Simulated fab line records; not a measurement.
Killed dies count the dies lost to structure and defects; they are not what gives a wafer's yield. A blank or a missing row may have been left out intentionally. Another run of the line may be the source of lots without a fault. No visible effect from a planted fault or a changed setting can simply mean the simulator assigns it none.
fab line records ; flow n5_finfet
record: lots: 6; wafers: 16; last_day: 18
route steps=1938 shown MOL_CONTACT_COAG@547 BEOL_M4@1111 PASSIVATION@1936
lots untouched by any fault: they come from a run of this same line in which no faults occurred
start_h: hours from the record's first day to the start of the lot's first wafer shown ; wait_h: time in hours since the lot's previous step ; " identical to the entry in the row above ; L1.1+2: one row covering several wafers at once ; - no value present, or no start provided ; * or withheld: withheld ; < > ~ a bound
route shown NAME@n: NAME is a module with steps in the file, n the number in the route of the first one ; usual: the fault-free wafers' mean and standard deviation ; same: alike in all rows ; chamber/n: place in a boat ; sites: per-site readings ; _std_site: the values' standard deviation ; _edge_site: the outer-site mean with the inner-site mean subtracted ; radius_mm: for every site, how far away it sits from the centre of the wafer ; mask NAME#n: copy n ; behind: the last tool/chamber to shape the wafer ; hold: cause of the lot's hold/its duration in hours/its outcome ; device: names the non-switching transistor (n, p or np) ; end of line: the route-end tests of the same wafers ; a step with no rows: only its recipe ; killed: count of dies lost to structure and defects at first sort (not the wafer's yield) ; map: the dies of a wafer, with x for killed, . for not killed, _ for no die there
set.NAME: the setting the step ran with; set.NAME@STEP: the setting that earlier step ran with ; model.NAME: the simulator's own value behind a step, which no gauge read
certain route steps with their lots: each step a table, each wafer a row
services: a tool's chamber out of use, with start hour (start_h, from the record's first day; less than 0 if before it), hours out, and reason
== steps ==
step: N5_MOL_CONTACT_COAG_SPUTTER_143
recipe: material: Co; target_thk_a: 25; temp_c: 25; chamber_pressure_pa: 0.2
usual: susceptor_temp_C: 24.99/0.11; throttle_valve_pct: 29.7/0.99
lot.wafer;tool;chamber;start_h;wait_h;susceptor_temp_C;throttle_valve_pct
L829.1;pvd_sputter-03;-;105.12;0.0;25.11;27.9
L829.2;pvd_sputter-03;-;105.12;0.0;24.96;31.1
L829.5;pvd_sputter-03;-;105.12;0.0;25.12;29.5
L832.1;pvd_sputter-02;-;116.12;0.0;24.70;29.6
L832.3;pvd_sputter-02;-;116.12;0.0;24.87;30.4
L832.6;pvd_sputter-02;-;116.12;0.0;24.79;30.0
L837.3;pvd_sputter-01;-;151.40;0.0;25.05;28.5
L837.4;pvd_sputter-01;-;151.40;0.0;24.88;29.0
L837.6;pvd_sputter-01;-;151.40;0.0;24.91;28.8
L846.1;pvd_sputter-03;-;203.83;0.0;24.77;28.0
L846.3;pvd_sputter-03;-;203.83;0.0;24.94;29.9
L848.1;pvd_sputter-03;-;213.26;0.0;25.01;31.1
L848.3;pvd_sputter-03;-;213.26;0.0;25.08;29.9
L851.1;pvd_sputter-02;-;230.79;0.0;25.15;29.7
L851.2;pvd_sputter-02;-;230.79;0.0;25.22;30.5
L851.3;pvd_sputter-02;-;230.79;0.0;24.80;28.7
step: N5_MOL_CONTACT_COAG_CO_FILL_22
recipe: material: Co; target_thk_a: 200; temp_c: 200; precursor: CCTBA/H2; pressure_torr: 30
step: N5_MOL_CONTACT_COAG_ANNEAL_113
recipe: temp_c: 400; time_s: 300; ambient: H2/N2
usual: lamp_power_pct: 2.33/0.087; lamp_zone_1_pct: 2.33/0.087; wafer_temp_C_max: 401.8/0.71
lot.wafer;tool;chamber;start_h;wait_h;lamp_power_pct;lamp_zone_1_pct;wafer_temp_C_max
L829.1;rtp_anneal-02;0;105.98;0.5;2.23;2.24;401.9
L829.2;rtp_anneal-02;0;105.98;0.5;2.23;2.23;403.2
L829.5;rtp_anneal-02;0;105.98;0.5;2.23;2.23;401.5
L832.1;rtp_anneal-01;0;116.86;0.3;2.41;2.41;401.2
L832.3;rtp_anneal-01;0;116.86;0.3;2.41;2.41;401.7
L832.6;rtp_anneal-01;0;116.86;0.3;2.41;2.41;401.5
L837.3;rtp_anneal-01;0;152.44;0.6;2.41;2.41;401.7
L837.4;rtp_anneal-01;0;152.44;0.6;2.41;2.41;401.6
L837.6;rtp_anneal-01;0;152.44;0.6;2.40;2.41;401.8
L846.1;rtp_anneal-01;0;204.62;0.4;2.41;2.41;401.1
L846.3;rtp_anneal-01;0;204.62;0.4;2.41;2.41;401.3
L848.1;rtp_anneal-02;0;214.17;0.5;2.24;2.24;403.3
L848.3;rtp_anneal-02;0;214.17;0.5;2.23;2.23;401.6
L851.1;rtp_anneal-02;0;231.55;0.3;2.23;2.23;403.1
L851.2;rtp_anneal-02;0;231.55;0.3;2.23;2.23;402.5
L851.3;rtp_anneal-02;0;231.55;0.3;2.23;2.23;402.7
step: N5_MOL_CONTACT_COAG_PRE_CLEAN_142
recipe: gas: H2/He; time_s: 60; temp_c: 300
usual: heater_power_w: 482/73; susceptor_temp_C: 300.00/0.19
lot.wafer;tool;chamber;start_h;wait_h;heater_power_w;susceptor_temp_C
L829.1;pvd_sputter-01;-;107.94;1.8;473;299.79
L829.2;pvd_sputter-01;-;107.94;1.8;407;299.94
L829.5;pvd_sputter-01;-;107.94;1.8;454;300.09
L832.1;pvd_sputter-01;-;119.16;2.2;478;299.83
L832.3;pvd_sputter-01;-;119.16;2.2;463;300.14
L832.6;pvd_sputter-01;-;119.16;2.2;401;299.88
L837.3;pvd_sputter-01;-;153.74;1.2;458;299.71
L837.4;pvd_sputter-01;-;153.74;1.2;445;299.72
L837.6;pvd_sputter-01;-;153.74;1.2;409;300.30
L846.1;pvd_sputter-02;-;207.23;2.5;517;300.03
L846.3;pvd_sputter-02;-;207.23;2.5;558;299.97
L848.1;pvd_sputter-01;-;215.24;0.9;397;300.16
L848.3;pvd_sputter-01;-;215.24;0.9;450;300.09
L851.1;pvd_sputter-03;-;234.03;2.3;423;300.03
L851.2;pvd_sputter-03;-;234.03;2.3;664;300.01
L851.3;pvd_sputter-03;-;234.03;2.3;469;300.11
step: N5_MOL_CONTACT_COAG_SPUTTER_130
recipe: material: Co; target_thk_a: 475; temp_c: 25; chamber_pressure_pa: 0.5; power_w: 3000
usual: susceptor_temp_C: 25.01/0.11; throttle_valve_pct: 29.7/0.99
lot.wafer;tool;chamber;start_h;wait_h;susceptor_temp_C;throttle_valve_pct
L829.1;pvd_sputter-01;-;108.00;0.0;25.19;28.8
L829.2;pvd_sputter-01;-;108.00;0.0;24.83;30.2
L829.5;pvd_sputter-01;-;108.00;0.0;24.96;28.1
L832.1;pvd_sputter-01;-;119.22;0.0;24.97;28.3
L832.3;pvd_sputter-01;-;119.22;0.0;25.08;31.4
L832.6;pvd_sputter-01;-;119.22;0.0;24.94;30.5
L837.3;pvd_sputter-01;-;153.80;0.0;24.90;28.5
L837.4;pvd_sputter-01;-;153.80;0.0;25.17;31.2
L837.6;pvd_sputter-01;-;153.80;0.0;24.80;30.3
L846.1;pvd_sputter-02;-;207.29;0.0;24.87;29.7
L846.3;pvd_sputter-02;-;207.29;0.0;24.94;30.2
L848.1;pvd_sputter-01;-;215.30;0.0;25.16;30.4
L848.3;pvd_sputter-01;-;215.30;0.0;25.16;31.4
L851.1;pvd_sputter-03;-;234.09;0.0;24.82;29.2
L851.2;pvd_sputter-03;-;234.09;0.0;24.94;27.8
L851.3;pvd_sputter-03;-;234.09;0.0;24.92;29.9
step: N5_MOL_CONTACT_COAG_PRECLEAN_125
recipe: chemistry: DIW; time_s: 57.5; temp_c: 23
step: N5_MOL_CONTACT_COAG_SRD_126
recipe: dry_time_s: 32; dry: n2_spin; spin_rpm: 1500
step: N5_MOL_CONTACT_COAG_CMP_23
recipe: stop_on: SiO2; t_overpolish_s: 1.5; post_cmp_clean: cu_alkaline; down_force_psi: 2; platen_rpm: 50.289; pad_velocity_m_s: 1.0006; target_thk_nm: 0
step: N5_MOL_CONTACT_COAG_WET_ETCH_26
recipe: target: Co; target_depth_nm: 13
step: N5_MOL_CONTACT_COAG_WET_ETCH_116
recipe: chemistry: SC1-inhibited; target_depth_nm: 4.6; dry: ipa_marangoni; rinse_time_s: 30; rinse_temp_c: 23
step: N5_MOL_CONTACT_COAG_ALD_27
recipe: material: SiOC; target_thk_a: 170; temp_c: 400; ald_precursor_family: carbosiloxane; ald_co_reactant: H2-plasma; pulse_time_s: 1.5; time_s: 2720; purge_time_s: 2; co_reactant_purge_time_s: 2; ald_cycles: 340; pressure_torr: 2
usual: ald_cycles: 340/0; heater_power_w: 849/89; precursor_pulse_height_rel: 1.004/0.02; run_length_s: 2769.7/0.4; susceptor_temp_C: 400.00/0.24; time_s: 2720/0
lot.wafer;tool;chamber;start_h;wait_h;ald_cycles;heater_power_w;precursor_pulse_height_rel;run_length_s;since_wet_clean_h;susceptor_temp_C;time_s;model.SiOC_of_MOL_CONTACT_COAG_ALD_27.thk_nm
L829.1;ald_sin-02;2;109.02;0.0;340;706;0.982;2769.3;9;399.75;2720;17
L829.2;ald_sin-02;1;109.02;0.0;340;771;1.012;2770.5;9;399.89;2720;17.2
L829.5;ald_sin-02;3;109.02;0.0;340;777;1.035;2769.2;-;399.69;2720;17
L832.1;ald_sin-01;2;120.27;0.1;340;1038;1.012;2769.8;113;400.04;2720;17.2
L832.3;ald_sin-01;0;120.27;0.1;340;745;1.007;2770.1;113;400.22;2720;17
L832.6;ald_sin-01;0;120.27;0.1;340;726;1.012;2769.5;-;400.29;2720;17
L837.3;ald_sin-01;0;154.85;0.0;340;719;0.985;2769.5;147;399.92;2720;17
L837.4;ald_sin-01;2;154.85;0.0;340;1060;1.015;2769.3;147;399.78;2720;17.2
L837.6;ald_sin-01;2;154.85;0.0;340;1050;0.999;2769.5;-;400.05;2720;17
L846.1;ald_sin-02;3;208.29;0.0;546;764;1.049;4417.3;108;400.18;4368;27.4
L846.3;ald_sin-02;2;208.29;0.0;340;723;0.996;2769.1;108;399.74;2720;17
L848.1;ald_sin-02;2;216.30;0.0;546;714;1.010;4417.6;116;399.79;4368;27.4
L848.3;ald_sin-02;1;216.30;0.0;340;784;1.000;2769.7;116;400.31;2720;17
L851.1;ald_sin-01;3;235.09;0.0;340;895;1.025;2769.2;228;400.12;2720;17.2
L851.2;ald_sin-01;2;235.09;0.0;340;1037;1.000;2769.4;228;400.17;2720;17
L851.3;ald_sin-01;1;235.09;0.0;340;857;1.015;2769.4;228;400.25;2720;17
step: N5_MOL_CONTACT_COAG_CMP_28
recipe: stop_on: SiNx; t_overpolish_s: 0.85; post_cmp_clean: alkaline_brush; down_force_psi: 4.15; platen_rpm: 51.8; pad_velocity_m_s: 1.0307; target_thk_nm: 14.522
usual: head_pressure_psi: 4.150/0.0094; motor_current_A: 12.6/1.4; platen_rpm: 51.79/0.032
lot.wafer;tool;chamber;start_h;wait_h;head_pressure_psi;motor_current_A;platen_rpm
L829.2;cmp-02;3;110.62;0.8;4.168;14.2;51.79
L829.1;cmp-02;1;110.62;0.8;4.142;11.3;51.78
L829.5;cmp-02;3;110.62;0.8;4.152;14.2;51.80
L832.3;cmp-02;3;121.84;0.8;4.141;14.9;51.79
L832.1;cmp-02;2;121.84;0.8;4.133;12.4;51.79
L832.6;cmp-02;3;121.84;0.8;4.150;14.5;51.81
L837.3;cmp-04;1;156.45;0.8;4.161;13.5;51.85
L837.4;cmp-04;3;156.45;0.8;4.140;11.8;51.81
L837.6;cmp-04;1;156.45;0.8;4.160;12.6;51.78
L846.3;cmp-03;2;209.90;0.8;4.156;14.9;51.76
L846.1;cmp-03;0;209.90;0.8;4.158;10.9;51.74
L848.3;cmp-04;1;217.87;0.8;4.144;12.9;51.83
L848.1;cmp-04;0;217.87;0.8;4.145;10.9;51.86
L851.1;cmp-02;1;236.66;0.8;4.158;11.7;51.74
L851.2;cmp-02;3;236.66;0.8;4.158;13.4;51.78
L851.3;cmp-02;0;236.66;0.8;4.150;12.0;51.74
step: N5_BEOL_M4_RC_MEAS_101
usual: DIBL_N: 36.9/1.7; DIBL_P: 36.7/2.1; IOFF_N: 0.17/0.032; IOFF_P: 0.22/0.036; ION_N: 674/12; ION_P: 461/7; SS_N: 71.7/0.6; SS_P: 73.4/0.67; VT_N: 249/3.1; VT_P: -250/3.2
lot.wafer;tool;chamber;start_h;wait_h;DIBL_N[mV/V];DIBL_P[mV/V];IOFF_N[nA/um];IOFF_P[nA/um];ION_N[uA/um];ION_P[uA/um];SS_N[mV/dec];SS_P[mV/dec];VT_N[mV];VT_P[mV]
L829.1;prober-02;0;192.00;0.0;38.1;38.8;0.19;0.24;673;457;72.0;73.6;246;-249
L829.2;prober-02;0;192.00;0.0;36.9;36.1;0.16;0.19;673;454;71.5;73.8;251;-251
L829.5;prober-02;0;192.00;0.0;39.1;38.6;0.21;0.24;684;464;71.9;73.2;246;-247
L832.1;prober-02;0;195.39;0.0;36.9;38.1;0.15;0.21;663;454;71.5;74.1;252;-251
L832.3;prober-02;0;195.39;0.0;37.6;36.7;0.16;0.18;673;453;72.1;73.2;253;-253
L832.6;prober-02;0;195.39;0.0;38.9;38.3;0.18;0.20;675;454;72.5;73.5;249;-252
L837.3;prober-01;0;222.23;0.3;33.3;32.5;0.12;0.17;662;456;70.2;72.7;253;-251
L837.4;prober-01;0;222.23;0.3;36.7;36.6;0.17;0.23;673;459;72.0;72.9;247;-248
L837.6;prober-01;0;222.23;0.3;35.2;35.4;0.15;0.21;668;469;72.7;72.5;250;-251
L846.1;prober-02;0;279.11;0.0;37.5;35.7;0.18;0.26;676;471;71.5;73.4;247;-244
L846.3;prober-02;0;279.11;0.0;35.1;33.5;0.14;0.23;662;466;71.5;72.8;249;-247
L848.1;prober-01;0;288.99;0.0;38.3;39.8;0.19;0.26;674;471;72.0;74.2;247;-246
L848.3;prober-01;0;288.99;0.0;37.9;38.9;0.20;0.24;683;460;72.2;73.7;248;-250
L851.1;prober-01;0;311.87;0.0;38.3;38.6;0.16;0.23;664;460;71.9;73.7;253;-250
L851.2;prober-01;0;311.87;0.0;39.1;38.7;0.19;0.25;687;477;72.6;73.6;248;-248
L851.3;prober-01;0;311.87;0.0;38.0;37.7;0.15;0.22;659;457;71.8;73.3;252;-251
step: N5_PASSIVATION_PROBE_49
usual: defect_limited_yield: 91.7/1.5; killed_at_M0_to_M3: 32/9.6; killed_at_M4_up: 13/5.3; killed_at_contacts: 12/6.8; killed_at_front_end: 36/9.8; killed_at_other: 4/3.1; killed_dies: 98/17; killed_open: 65/13; killed_short: 32/8.5; sort_bin_5_function: 4.9/0.93; sort_bin_6_memory: 3.2/0.67; sort_n_pass: 1082/17; sort_yield_pct: 91.7/1.4
same: gross_dies: 1180; killed_at_back_side: 0; sort_bin_4_leakage[%]: 0; sort_bin_8_speed[%]: 0
lot.wafer;tool;chamber;start_h;wait_h;defect_limited_yield[%];killed_at_M0_to_M3;killed_at_M4_up;killed_at_contacts;killed_at_front_end;killed_at_other;killed_dies;killed_open;killed_short;sort_bin_5_function[%];sort_bin_6_memory[%];sort_n_pass;sort_yield_pct[%]
L832.1;prober-01;-;293.15;0.0;91.8;33;17;9;36;2;97;60;35;4.9;3.1;1083;91.8
L832.3;prober-01;-;293.25;0.1;91.3;33;19;6;44;1;103;75;24;5.4;2.9;1077;91.3
L832.6;prober-01;-;293.40;0.3;93.5;24;15;11;25;2;77;57;18;4.2;2.0;1103;93.5
L837.3;prober-01;-;318.42;0.1;90.2;51;5;13;47;0;116;87;29;5.6;3.9;1064;90.2
L837.4;prober-01;-;318.47;0.2;91.9;34;7;20;35;0;96;59;36;4.5;3.5;1084;91.9
L837.6;prober-01;-;318.57;0.3;90.8;45;12;21;27;3;108;68;40;5.3;3.5;1072;90.8
killed by level:class
L832.1 BEOL_M2:geometric_particle:open=10 FIN_SAQP:geometric_particle:open=8 BEOL_M3:geometric_particle:open=7 FIN_SAQP:geometric_particle:short=6 BEOL_M4:geometric_particle:open=6 MOL_CONTACT_COAG:geometric_particle:open=6 GATE_CUT:geometric_particle:short=5 GATE_CUT:geometric_particle:open=5
L832.3 FIN_SAQP:geometric_particle:open=11 BEOL_M4:geometric_particle:open=10 BEOL_M3:geometric_particle:open=9 GATE_CUT:geometric_particle:open=8 BEOL_M2:geometric_particle:open=7 FIN_SAQP:geometric_particle:short=6 DUMMY_GATE:geometric_particle:open=4 MOL_CONTACT_COAG:geometric_particle:open=4
L832.6 MOL_CONTACT_COAG:geometric_particle:open=8 FIN_SAQP:geometric_particle:open=6 BEOL_M2:geometric_particle:open=6 BEOL_M3:geometric_particle:open=5 BEOL_M4:geometric_particle:open=5 STI_FIN_REVEAL:geometric_particle:open=4 GATE_CUT:geometric_particle:short=4 BEOL_M1:geometric_particle:open=4
L837.3 STI_FIN_REVEAL:geometric_particle:open=16 BEOL_M0_SAQP:geometric_particle:open=12 FIN_SAQP:geometric_particle:open=11 BEOL_M1:geometric_particle:open=11 MOL_CONTACT_COAG:geometric_particle:open=10 BEOL_M0_SAQP:geometric_particle:short=10 FIN_SAQP:geometric_particle:short=7 BEOL_M3:geometric_particle:open=7
L837.4 MOL_CONTACT_COAG:geometric_particle:open=12 BEOL_M3:geometric_particle:open=10 FIN_SAQP:geometric_particle:short=9 MOL_CONTACT_COAG:geometric_particle:short=8 FIN_SAQP:geometric_particle:open=7 BEOL_M1:geometric_particle:open=6 STI_FIN_REVEAL:geometric_particle:open=4 BEOL_M0_SAQP:geometric_particle:open=4
L837.6 MOL_CONTACT_COAG:geometric_particle:open=15 BEOL_M2:geometric_particle:open=11 FIN_SAQP:geometric_particle:short=10 BEOL_M0_SAQP:geometric_particle:short=9 BEOL_M0_SAQP:geometric_particle:open=8 BEOL_M4:geometric_particle:open=7 BEOL_M3:geometric_particle:open=6 STI_FIN_REVEAL:geometric_particle:open=6
== services ==
tool;chamber;start_h;hours;kind
ald_sin-02;-;86.82;14.0;pm
ald_sin-02;0;86.82;14.0;vent_cycle
ald_sin-02;1;86.82;14.0;vent_cycle
ald_sin-02;2;86.82;14.0;vent_cycle
ald_sin-02;3;86.82;14.0;vent_cycle
cmp-04;-;95.93;3.9;pm
ald_sin-02;0;100.82;-;clean
ald_sin-02;1;100.82;-;clean
ald_sin-02;2;100.82;-;clean
ald_sin-01;-;100.97;0.3;repair
cmp-04;-;118.36;4.0;pm
cmp-04;-;122.36;11.9;pm
pvd_sputter-03;-;124.48;12.1;repair
pvd_sputter-01;-;129.67;3.7;repair
cmp-03;-;134.79;2.7;repair
cmp-04;-;141.18;2.3;repair
pvd_sputter-03;-;150.18;7.7;repair
cmp-03;-;166.05;3.6;pm
ald_sin-01;0;191.01;13.1;repair
cmp-04;-;203.67;4.3;repair
cmp-03;-;226.34;4.0;pm
cmp-02;-;226.72;6.0;repair
ald_sin-02;2;233.65;4.0;repair
ald_sin-02;1;235.35;1.4;repair
== key ==
first_sign: step: N5_MOL_CONTACT_COAG_ALD_27; reading: ald_cycles; direction: up; sigmas: 99+; usual: *; struck: *
effect: step: N5_MOL_CONTACT_COAG_ALD_27; reading: time_s; direction: up; sigmas: 99+; usual: *; struck: *
model_effect: step: N5_MOL_CONTACT_COAG_ALD_27; value: SiOC_of_MOL_CONTACT_COAG_ALD_27.thk_nm; without: 17.1; struck: 27.4
met_at N5_MOL_CONTACT_COAG_ALD_27
struck_wafers L846.1,L848.1
onset_between 109.02 208.29
fault: kind: process_parameter_drift; tool: ald_sin-02; chamber: -; onset_h: 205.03; steps: N5_MOL_CONTACT_COAG_ALD_27; channel: ald_cycles; offset: *; shape: step; end_h: 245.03; scope: struck_wafers_only; acts_in: *; stated: *
